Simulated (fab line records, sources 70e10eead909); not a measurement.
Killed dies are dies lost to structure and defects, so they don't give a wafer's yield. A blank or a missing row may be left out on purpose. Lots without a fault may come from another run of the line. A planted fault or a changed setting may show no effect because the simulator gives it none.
fab line records | flow nand_harc | part 1 of 2: steps 1 to 4 of 6
record lots=22 wafers=66 last_day=33
route steps=1302 shown A_BLC@1121 A_BONDPAD@1202
lots that met no fault: from a run of the same line without faults
start_h: hours from the record's first day to the start of the lot's first wafer shown | wait_h: hours since the lot's step before | " the same as in the row above | L1.1+2: a row that stands for several wafers | - no value, or no start given | * or withheld: withheld | < > ~ a bound
route shown NAME@n: a module of which the file shows steps, and the number in the route of the first | usual: mean/standard deviation of fault-free wafers | same: alike in all rows | chamber/n: place in a boat | sites: the reading at each site | _std_site: their standard deviation | _edge_site: outer sites' mean less inner sites' | radius_mm: how far each site lies from the wafer's centre | mask NAME#n: copy n | behind: the tool/chamber that last shaped the wafer | hold: why the lot was held/for how many hours/how that ended | device: the transistor (n, p or np) that didn't switch | end of line: the same wafers' tests at the end of the route | a step without rows: its recipe alone | killed: dies lost to structure and defects at the first sort, not the wafer's yield | map: a wafer's dies, x killed, . not, _ none there
set.NAME: the setting as run; set.NAME@STEP: as run at that earlier step | model.NAME: the simulator's own value behind a step, which no gauge read
steps of the route over a sample of lots; a table a step, a row a wafer
services: from which hour (start_h, from the record's first day; less than 0 if before it) a tool's chamber was out of use, for how many hours, and why
## steps
# step NHARC_A_BLC_ETCH_16
# recipe target_depth_a=390 over_etch_frac=0.3 time_s=65 ion_energy_ev=80 cf4_flow_sccm=150 ar_flow_sccm=0 rf_w=300 bias_w=100 chemistry=CF4
# usual chamber_pressure_mTorr=50.00/0.044 drypump_motor_current_A=5.7/0.35 oes_product_au=1.009/0.015 rf_vpp_V=151.1/1.1 showerhead_plenum_p_Torr=1.74/0.067 throttle_valve_pct=13.286/0.0095
# columns lot.wafer tool chamber start_h wait_h chamber_pressure_mTorr drypump_motor_current_A oes_product_au rf_hours_counter_h rf_vpp_V showerhead_plenum_p_Torr throttle_valve_pct
L074.4 rie_diel-07 1 518.93 0.1 50.00 5.3 0.995 3 150.5 1.76 13.290
L074.2 " 2 " " 50.04 5.8 1.039 3 151.8 1.71 13.272
L074.1 " 0 " " 50.13 5.0 1.011 2 152.9 1.85 13.285
L075.3 rie_diel-04 1 527.31 0.1 50.01 5.7 0.997 10 151.1 1.83 13.281
L075.4 " 2 " " 50.00 6.0 0.993 11 151.1 1.77 13.289
L075.1 " 3 " " 49.99 6.4 1.015 11 151.0 1.75 13.291
L076.2 rie_diel-07 3 535.55 0.1 49.91 5.8 1.013 3 149.7 1.66 13.305
L076.4 " 1 " " 49.99 5.3 0.982 4 151.2 1.76 13.291
L076.3 " 2 " " 50.01 5.8 1.027 4 150.8 1.71 13.291
L077.1 rie_diel-04 3 546.49 0.1 49.96 6.4 1.015 1 150.4 1.75 13.274
L077.5 " 2 " " 50.03 5.9 1.002 - 153.1 1.77 13.288
L077.6 " 3 " " 50.10 6.4 1.024 - 151.8 1.75 13.283
L078.2 rie_diel-04 1 548.93 0.1 49.98 5.8 0.994 1 153.0 1.83 13.281
L078.3 " 2 " " 49.98 6.0 0.997 1 151.9 1.77 13.286
L078.4 " 3 " " 49.92 6.4 1.014 1 151.9 1.75 13.271
L080.2 rie_diel-07 2 575.38 0.1 49.99 5.8 1.018 7 149.9 1.71 13.274
L080.1 " 3 " " 49.97 5.8 1.028 7 148.9 1.66 13.282
L080.5 " 1 " " 50.07 5.3 0.995 - 150.1 1.76 13.302
L083.4 rie_diel-07 2 594.84 0.1 49.92 5.8 1.036 8 151.2 1.71 13.291
L083.1 " 3 " " 49.98 5.8 1.028 8 148.1 1.66 13.277
L083.5 " 3 " " 49.96 5.8 1.028 - 149.7 1.66 13.272
L081.4 rie_diel-02 3 595.97 0.1 50.02 5.6 1.014 4 150.6 1.70 13.288
L081.3 " 2 " " 49.97 5.6 0.979 3 150.1 1.66 13.287
L081.5 " 0 " " 50.02 5.6 0.998 - 151.4 1.68 13.285
L082.2 rie_diel-07 2 596.21 0.1 50.00 5.8 1.027 8 150.2 1.71 13.292
L082.1 " 0 " " 50.04 5.0 1.018 8 151.5 1.85 13.281
L082.6 " 3 " " 50.00 5.8 1.013 - 150.4 1.66 13.281
L084.3 rie_diel-07 1 610.76 0.1 49.91 5.3 1.001 10 151.7 1.76 13.291
L084.2 " 0 " " 49.99 5.0 1.029 10 152.7 1.85 13.266
L084.6 " 0 " " 49.94 5.1 1.018 - 151.9 1.85 13.307
L085.1 rie_diel-02 0 612.07 0.1 49.99 5.6 0.991 8 149.8 1.68 13.283
L085.3 " 1 " " 50.05 6.1 0.996 8 152.1 1.86 13.272
L085.6 " 3 " " 50.06 5.7 1.013 - 150.2 1.70 13.289
L087.2 rie_diel-04 3 642.76 0.1 50.00 6.4 1.019 5 151.1 1.75 13.298
L087.3 " 0 " " 50.02 5.6 0.997 5 149.2 1.69 13.279
L087.6 " 1 " " 49.98 5.7 1.001 - 152.7 1.83 13.284
L086.2 rie_diel-07 2 644.40 0.1 49.94 5.8 1.026 13 151.1 1.70 13.268
L086.4 " 3 " " 49.98 5.8 1.022 13 149.8 1.66 13.296
L086.3 " 0 " " 49.97 5.0 1.018 13 150.9 1.85 13.269
L089.3 rie_diel-04 0 657.97 0.1 50.08 5.6 0.999 7 149.9 1.69 13.287
L089.5 " 3 " " 49.99 6.4 1.010 - 150.1 1.75 13.300
L089.6 " 0 " " 49.94 5.6 0.995 - 150.3 1.69 13.297
L088.3 rie_diel-07 0 662.81 0.1 49.95 5.0 1.004 0 153.0 1.85 13.283
L088.4 " 3 " " 49.95 5.8 1.012 0 149.9 1.66 13.280
L088.6 " 1 " " 50.02 5.3 1.020 - 151.0 1.75 13.291
L090.2 rie_diel-07 2 687.18 0.1 50.00 5.8 1.022 2 149.9 1.70 13.276
L090.3 " 3 " " 50.04 5.8 1.031 2 150.7 1.66 13.297
L090.1 " 1 " " 50.00 5.3 1.021 2 151.5 1.75 13.299
L093.2 rie_diel-04 2 706.79 0.1 49.97 5.9 1.005 8 151.3 1.77 13.270
L093.3 " 0 " " 50.03 5.6 0.991 9 149.2 1.69 13.279
L093.5 " 1 " " 49.93 5.7 0.995 - 150.6 1.83 13.270
L092.4 rie_diel-02 0 707.18 0.1 49.98 5.6 0.989 42 150.6 1.67 13.291
L092.3 " 2 " " 49.99 5.6 0.981 38 150.4 1.65 13.281
L092.5 " 1 " " 50.02 6.1 0.995 - 152.0 1.85 13.284
L094.3 rie_diel-07 2 721.25 0.1 49.96 5.7 1.016 5 151.1 1.70 13.277
L094.1 " 3 " " 50.01 5.8 1.019 6 148.9 1.65 13.280
L094.4 " 0 " " 50.04 5.1 0.991 5 153.6 1.84 13.274
L095.3 rie_diel-07 1 722.95 0.1 49.99 5.3 1.008 5 150.9 1.75 13.290
L095.5 " 2 " " 50.01 5.8 1.011 - 152.5 1.70 13.290
L095.6 " 3 " " 49.93 5.8 1.016 - 150.4 1.65 13.270
L096.1 rie_diel-07 0 736.21 0.1 50.02 5.0 0.990 6 151.4 1.84 13.300
L096.3 " 2 " " 49.85 5.8 1.016 7 150.2 1.70 13.293
L096.5 " 1 " " 50.02 5.3 1.027 - 152.7 1.75 13.292
L097.4 rie_diel-04 2 750.45 0.1 50.01 6.0 1.012 1 151.6 1.77 13.271
L097.2 " 3 " " 50.05 6.4 1.012 2 152.2 1.75 13.290
L097.3 " 0 " " 50.00 5.6 0.982 2 149.7 1.68 13.296
# step NHARC_A_BLC_CMP_25
# recipe t_overpolish_s=30 target_thk_nm=150
# usual motor_current_A=12.5/1.1 overpolish_run_s=30.001/0.0089 slurry_flow_ml_min=150.0/0.5 time_to_endpoint_s=31/3.6
# columns lot.wafer tool chamber start_h wait_h motor_current_A overpolish_run_s slurry_flow_ml_min time_to_endpoint_s
L074.4 cmp-04 1 521.38 0.3 13.2 29.999 150.6 32
L074.2 " 3 " " 12.6 29.998 150.0 30
L074.1 " 0 " " 11.3 29.999 150.3 31
L075.1 cmp-01 1 529.81 0.5 13.5 30.008 149.4 36
L075.3 " 2 " " 12.7 30.002 150.4 36
L075.4 " 0 " " 13.4 30.002 150.6 33
L076.4 cmp-04 3 538.05 0.3 12.1 29.988 150.5 28
L076.2 " 0 " " 12.4 29.999 149.5 29
L076.3 " 1 " " 13.4 29.993 149.4 30
L077.1 cmp-01 0 549.01 0.5 12.9 29.996 150.5 26
L077.6 " 1 " " 13.9 30.004 150.6 31
L077.5 " 2 " " 13.3 30.007 149.5 31
L078.4 cmp-02 1 551.40 0.3 13.2 29.988 149.6 29
L078.3 " 2 " " 10.5 29.999 150.1 34
L078.2 " 3 " " 11.7 30.013 149.6 29
L080.1 cmp-02 3 577.84 0.5 11.5 29.998 149.6 30
L080.2 " 0 " " 10.5 30.002 149.9 29
L080.5 " 2 " " 11.0 30.008 149.4 38
L083.1 cmp-01 1 597.32 0.4 14.0 30.005 150.4 30
L083.4 " 0 " " 12.3 30.018 149.5 28
L083.5 " 1 " " 14.2 29.994 150.0 30
L081.3 cmp-04 0 598.43 0.2 12.0 30.012 150.6 29
L081.4 " 3 " " 12.8 30.001 150.2 28
L081.5 " 0 " " 12.3 30.005 150.7 30
L082.1 cmp-01 0 598.66 0.4 13.0 29.996 150.6 28
L082.2 " 3 " " 11.3 29.992 148.8 25
L082.6 " 1 " " 14.5 30.016 150.0 30
L084.3 cmp-01 2 613.42 0.3 12.6 30.003 150.2 35
L084.2 " 3 " " 11.4 29.996 149.8 25
L084.6 " 2 " " 12.1 29.989 149.9 35
L085.3 cmp-01 0 614.56 0.3 13.6 29.992 150.1 30
L085.1 " 3 " " 11.7 30.003 150.2 29
L085.6 " 1 " " 13.7 29.999 149.4 33
L087.2 cmp-04 3 645.42 0.5 12.1 30.000 149.8 29
L087.3 " 2 " " 13.8 30.030 149.3 36
L087.6 " 3 " " 12.3 29.990 149.8 27
L086.2 cmp-02 1 646.89 0.4 13.8 30.004 151.2 33
L086.4 " 2 " " 11.0 30.007 149.6 37
L086.3 " 0 " " 10.2 29.996 150.2 28
L089.3 cmp-04 1 660.46 0.3 13.1 29.989 149.7 26
L089.5 " 3 " " 12.0 29.996 150.1 27
L089.6 " 0 " " 11.5 30.004 150.2 28
L088.4 cmp-02 0 665.33 0.3 10.6 29.999 150.1 28
L088.3 " 1 " " 14.3 30.015 150.5 34
L088.6 " 3 " " 11.5 29.993 149.7 31
L090.1 cmp-01 0 689.89 0.4 13.1 29.998 149.7 29
L090.2 " 1 " " 13.9 29.990 150.4 27
L090.3 " 2 " " 12.8 29.997 150.1 32
L093.2 cmp-01 2 709.31 0.4 12.5 29.989 150.5 38
L093.3 " 3 " " 11.7 30.003 149.7 29
L093.5 " 2 " " 13.0 30.018 150.3 41
L092.4 cmp-04 1 710.09 0.4 13.0 30.004 149.9 29
L092.3 " 0 " " 11.2 30.016 150.0 28
L092.5 " 2 " " 14.3 30.008 150.4 37
L094.3 cmp-02 1 723.73 0.3 13.7 29.999 149.6 31
L094.1 " 2 " " 10.5 30.007 150.3 33
L094.4 " 3 " " 11.8 29.999 149.6 29
L095.3 cmp-04 1 725.42 0.3 13.5 29.988 149.6 29
L095.6 " 0 " " 11.9 29.996 150.2 29
L095.5 " 1 " " 12.8 30.003 150.4 29
L096.3 cmp-01 3 738.66 0.3 11.7 30.010 150.4 30
L096.1 " 2 " " 12.7 30.000 150.7 36
L096.5 " 0 " " 12.7 30.000 149.5 31
L097.2 cmp-04 3 752.93 0.4 12.2 30.018 149.1 28
L097.4 " 0 " " 11.5 29.984 149.9 27
L097.3 " 1 " " 12.7 30.005 150.2 27
# step NHARC_A_BONDPAD_DEP_00
# recipe target_thk_a=2500 temp_c=370 target_thk_nm=250 pressure_torr=3 flow_sccm=200 rf_w=450 material=SiCN
# usual heater_power_w=584/63 showerhead_vpp_V=1321/39
# columns lot.wafer tool chamber start_h wait_h heater_power_w showerhead_vpp_V
L074.1 pecvd-03 0 530.72 - 512 1337
L074.2 " 1 " " 658 1269
L074.4 " 1 " " 664 1269
L075.1 pecvd-02 2 538.60 - 633 1342
L075.3 " 1 " " 529 1319
L075.4 " 1 " " 517 1310
L076.3 pecvd-03 1 546.86 - 674 1267
L076.2 " 2 " " 531 1245
L076.4 " 2 " " 523 1263
L077.1 pecvd-02 1 558.17 - 536 1340
L077.6 " 1 " " 543 1308
L077.5 " 0 " " 601 1285
L078.3 pecvd-03 2 560.70 - 500 1253
L078.2 " 0 " " 553 1310
L078.4 " 0 " " 589 1323
L080.1 pecvd-02 1 586.59 - 541 1337
L080.2 " 0 " " 575 1324
L080.5 " 2 " " 648 1353
L083.1 pecvd-02 2 606.26 - 507 1321
L083.5 " 1 " " 597 1295
L083.4 " 2 " " 524 1327
L081.3 pecvd-02 0 607.24 - 720 1296
L081.4 " 0 " " 594 1298
L081.5 " 1 " " 544 1315
L082.2 pecvd-01 1 607.64 - 465 1455
L082.1 " 2 " " 638 1321
L082.6 " 1 " " 475 1419
L084.2 pecvd-02 0 622.32 - 612 1297
L084.3 " 1 " " 583 1302
L084.6 " 2 " " 545 1329
L085.3 pecvd-02 1 623.29 - 555 1322
L085.1 " 2 " " 533 1325
L085.6 " 2 " " 543 1341
L087.3 pecvd-02 1 654.61 - 573 1337
L087.2 " 2 " " 560 1321
L087.6 " 2 " " 560 1325
L086.2 pecvd-01 2 - - 662 1327
L086.3 " 0 " " 573 1268
L086.4 " 2 " " 673 1331
L089.3 pecvd-02 2 669.29 - 606 1348
L089.5 " 1 " " 538 1328
L089.6 " 0 " " 695 1324
L088.3 pecvd-02 1 673.96 - 479 1322
L088.6 " 2 " " 608 1347
L088.4 " 0 " " 717 1332
L090.3 pecvd-01 0 699.16 - 536 1272
L090.2 " 1 " " 482 1433
L090.1 " 2 " " 639 1349
L093.2 pecvd-02 2 718.06 - 641 1334
L093.3 " 0 " " 677 1311
L093.5 " 0 " " 708 1297
L092.3 pecvd-03 2 - - 525 1249
L092.5 " 1 " " 617 1263
L092.4 " 0 " " 561 1300
L094.3 pecvd-02 2 732.97 - 592 1340
L094.1 " 0 " " 611 1317
L094.4 " 1 " " 477 1332
L095.3 pecvd-02 1 734.54 - 585 1314
L095.6 " 0 " " 611 1312
L095.5 " 2 " " 633 1321
L096.1 pecvd-01 0 747.57 - 468 1292
L096.3 " 1 " " 467 1454
L096.5 " 2 " " 634 1328
L097.2 pecvd-02 0 761.83 - 664 1323
L097.3 " 1 " " 506 1316
L097.4 " 2 " " 613 1321
# step NHARC_A_BONDPAD_ETCH_34
# recipe target_depth_a=600 overetch_a=180 time_s=65.91 ion_energy_ev=200 n2_flow_sccm=150 h2_flow_sccm=150 ar_flow_sccm=0 rf_w=400 bias_w=150 chemistry=N2/H2
# usual chamber_pressure_mTorr=30.002/0.028 drypump_motor_current_A=5.9/0.42 h2_flow_sccm=149.9/0.42 oes_product_au=1.003/0.014 rf_vpp_V=429.7/3 showerhead_plenum_p_Torr=2.01/0.11 throttle_valve_pct=14.170/0.0091
# columns lot.wafer tool chamber start_h wait_h chamber_pressure_mTorr drypump_motor_current_A h2_flow_sccm oes_product_au rf_hours_counter_h rf_vpp_V showerhead_plenum_p_Torr throttle_valve_pct
L074.4 rie_diel-10 2 532.40 0.1 30.009 6.3 150.0 1.010 2 433.2 2.13 14.163
L074.2 " 3 " " 29.997 5.6 149.8 1.002 2 426.3 1.91 14.169
L074.1 " 0 " " 30.012 5.3 150.0 1.010 2 428.0 1.91 14.160
L075.4 rie_diel-10 1 539.99 0.1 30.014 6.3 149.9 0.992 2 427.9 1.96 14.166
L075.1 " 3 " " 29.993 5.6 149.4 1.007 2 427.8 1.91 14.163
L075.3 " 0 " " 30.031 5.3 149.7 1.011 2 427.7 1.91 14.172
L076.4 rie_diel-01 0 548.26 0.1 29.982 6.3 150.2 1.010 32 431.7 2.10 14.172
L076.3 " 1 " " 29.976 5.4 149.5 0.973 34 435.0 2.21 14.156
L076.2 " 2 " " 30.025 5.9 150.3 0.979 36 430.8 1.96 14.163
L077.1 rie_diel-10 0 559.57 0.1 29.985 5.3 149.3 1.008 3 426.3 1.91 14.168
L077.6 " 0 " " 30.026 5.3 150.1 1.004 - 426.1 1.91 14.182
L077.5 " 1 " " 29.999 6.3 150.4 0.986 - 427.7 1.96 14.163
L078.2 rie_diel-10 3 562.10 0.1 29.956 5.6 150.8 1.015 3 427.0 1.91 14.172
L078.4 " 0 " " 29.998 5.3 149.7 1.017 3 427.7 1.91 14.177
L078.3 " 2 " " 30.058 6.4 149.7 1.010 3 433.8 2.13 14.173
L080.2 rie_diel-10 1 588.11 0.1 30.013 6.3 149.6 0.995 4 429.1 1.96 14.167
L080.1 " 2 " " 30.056 6.3 149.3 1.008 4 432.7 2.13 14.167
L080.5 " 0 " " 29.972 5.3 150.6 1.019 - 426.9 1.91 14.186
L083.4 rie_diel-01 1 607.57 0.1 29.941 5.5 149.6 0.996 6 435.7 2.20 14.177
L083.1 " 2 " " 29.996 5.9 149.9 0.998 6 428.7 1.96 14.173
L083.5 " 0 " " 30.043 6.3 150.8 1.016 - 432.8 2.10 14.197
L081.3 rie_diel-10 2 608.80 0.1 30.014 6.3 149.7 0.986 0 432.8 2.13 14.178
L081.4 " 1 " " 29.978 6.3 149.7 0.994 - 427.3 1.96 14.150
L081.5 " 2 " " 29.961 6.4 150.4 0.987 - 431.9 2.13 14.185
L082.1 rie_diel-10 3 609.14 0.1 29.962 5.6 150.2 1.017 0 425.7 1.91 14.167
L082.2 " 2 " " 30.034 6.3 150.4 0.999 0 433.7 2.13 14.178
L082.6 " 3 " " 29.957 5.6 150.3 1.025 - 426.6 1.91 14.181
L084.3 rie_diel-01 0 624.18 0.1 29.978 6.3 149.9 1.016 6 431.8 2.10 14.171
L084.2 " 1 " " 29.962 5.5 150.0 1.002 6 434.4 2.20 14.156
L084.6 " 2 " " 29.994 5.9 149.9 0.997 - 428.0 1.96 14.174
L085.1 rie_diel-03 1 624.81 0.1 29.986 5.9 150.0 1.008 39 432.8 2.14 14.180
L085.3 " 0 " " 29.987 6.0 150.3 1.010 37 428.7 2.00 14.166
L085.6 " 2 " " 30.016 6.1 149.3 1.016 - 435.3 2.21 14.173
L087.3 rie_diel-10 1 655.97 0.1 30.040 6.3 149.8 0.984 1 427.7 1.96 14.157
L087.2 " 3 " " 30.014 5.6 149.7 1.021 1 428.0 1.91 14.168
L087.6 " 0 " " 30.034 5.3 149.9 1.018 - 426.3 1.91 14.183
L086.2 rie_diel-03 3 657.15 0.1 30.046 5.8 150.5 1.009 43 431.3 2.07 14.163
L086.3 " 0 " " 29.992 6.0 150.2 1.022 51 428.5 1.99 14.174
L086.4 " 1 " " 30.049 5.9 150.3 1.006 50 433.0 2.14 14.174
L089.3 rie_diel-01 1 670.77 0.1 29.967 5.4 149.3 0.982 8 435.0 2.20 14.168
L089.6 " 1 " " 29.937 5.5 150.0 0.980 - 434.3 2.20 14.162
L089.5 " 2 " " 30.014 5.9 149.7 0.988 - 428.8 1.96 14.172
L088.4 rie_diel-10 0 675.38 0.1 30.012 5.3 149.7 1.032 1 427.8 1.91 14.153
L088.3 " 3 " " 29.952 5.6 149.8 1.015 2 427.0 1.91 14.177
L088.6 " 0 " " 30.027 5.3 149.6 1.025 - 425.7 1.91 14.178
L090.3 rie_diel-10 1 700.57 0.1 29.970 6.3 150.3 0.981 2 428.8 1.96 14.170
L090.2 " 2 " " 30.003 6.4 150.2 0.998 2 432.7 2.13 14.170
L090.1 " 3 " " 30.000 5.6 150.0 1.026 2 426.2 1.91 14.161
L093.3 rie_diel-10 0 719.58 0.1 30.041 5.3 149.6 1.018 2 427.0 1.91 14.171
L093.2 " 1 " " 29.943 6.3 150.3 0.975 3 428.8 1.96 14.169
L093.5 " 0 " " 29.979 5.3 149.5 1.015 - 425.9 1.91 14.156
L092.3 rie_diel-03 1 720.66 0.1 30.021 5.9 150.0 1.001 4 433.1 2.13 14.175
L092.4 " 3 " " 29.991 5.8 150.1 1.007 5 432.0 2.06 14.159
L092.5 " 1 " " 29.971 5.9 149.8 0.985 - 433.4 2.13 14.183
L094.1 rie_diel-10 0 734.33 0.1 29.970 5.3 148.9 1.020 3 428.4 1.91 14.171
L094.3 " 1 " " 29.958 6.3 149.8 0.978 3 429.9 1.96 14.158
L094.4 " 1 " " 29.996 6.3 150.2 0.984 - 428.9 1.96 14.159
L095.3 rie_diel-10 1 735.91 0.1 29.977 6.3 149.0 0.978 3 428.2 1.96 14.155
L095.5 " 2 " " 29.980 6.3 150.2 0.999 - 431.6 2.13 14.174
L095.6 " 3 " " 29.979 5.6 150.6 1.018 - 427.0 1.91 14.178
L096.3 rie_diel-10 0 749.05 0.1 29.994 5.2 150.2 1.011 4 427.0 1.91 14.167
L096.1 " 1 " " 30.016 6.3 150.6 0.993 4 429.4 1.96 14.170
L096.5 " 3 " " 29.994 5.6 150.2 1.014 - 427.6 1.91 14.169
L097.2 rie_diel-01 1 763.33 0.1 30.001 5.5 150.0 0.992 7 435.0 2.19 14.173
L097.3 " 2 " " 30.024 5.9 149.9 0.983 7 428.0 1.95 14.166
L097.4 " 1 " " 29.992 5.5 150.3 0.979 - 435.3 2.19 14.163
